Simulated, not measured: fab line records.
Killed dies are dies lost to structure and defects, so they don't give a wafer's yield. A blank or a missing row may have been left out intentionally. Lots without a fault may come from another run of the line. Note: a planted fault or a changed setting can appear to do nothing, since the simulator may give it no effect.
Chamber matching | flow n5_finfet | pecvd-01 running N5_BEOL_M7_DEP_56: 3 sister chambers
The step deposits SiCN from 3MS/NH3, target thk 10 nm, time 17.5 s. 3 wafers are shown with their chamber, then 8 later ones without.

## WAFERS WITH THEIR CHAMBER
wafer  | chamber | showerhead_plenum_p_Torr (Torr)
L088.2 | 2       | 3.657
L088.6 | 0       | 3.651
L089.1 | 1       | 3.663

## WAFERS WITHOUT THEIR CHAMBER
wafer  | showerhead_plenum_p_Torr (Torr)
L089.2 | 3.659
L089.4 | 3.662
L096.1 | 3.642
L096.2 | 3.644
L096.5 | 3.655
L097.2 | 3.664
L097.3 | 3.646
L097.4 | 3.671

## WHICH CHAMBER EACH WENT THROUGH
wafer  | from the rows above          | in truth
L089.2 | can't be placed: 2 or 1 or 0 | 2
L089.4 | can't be placed: 1 or 2 or 0 | 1
L096.1 | can't be placed: 0 or 2      | 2
L096.2 | can't be placed: 0 or 2      | 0
L096.5 | can't be placed: 2 or 0 or 1 | 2
L097.2 | can't be placed: 1 or 2      | 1
L097.3 | can't be placed: 0 or 2      | 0
L097.4 | can't be placed: 1 or 2      | 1
Correctly placed: 0 of 8. Can't be placed from these rows: 8 (the true chamber is among the candidates in 8). 0 placed wrongly.
How it was worked out, from the rows above alone: a wafer's distance from a chamber is the root of the sum, over the readings, of the square of ((its reading less the chamber's mean) divided by the reading's scatter). The wafer belongs to the nearest chamber; if the next one is less than 2 further off, it can't be placed. For every chamber, the mean is computed from those of its wafers that are shown. The scatter: with one shown wafer a chamber, the root of the mean of the squares of how far each hidden wafer lies from its nearest shown one.
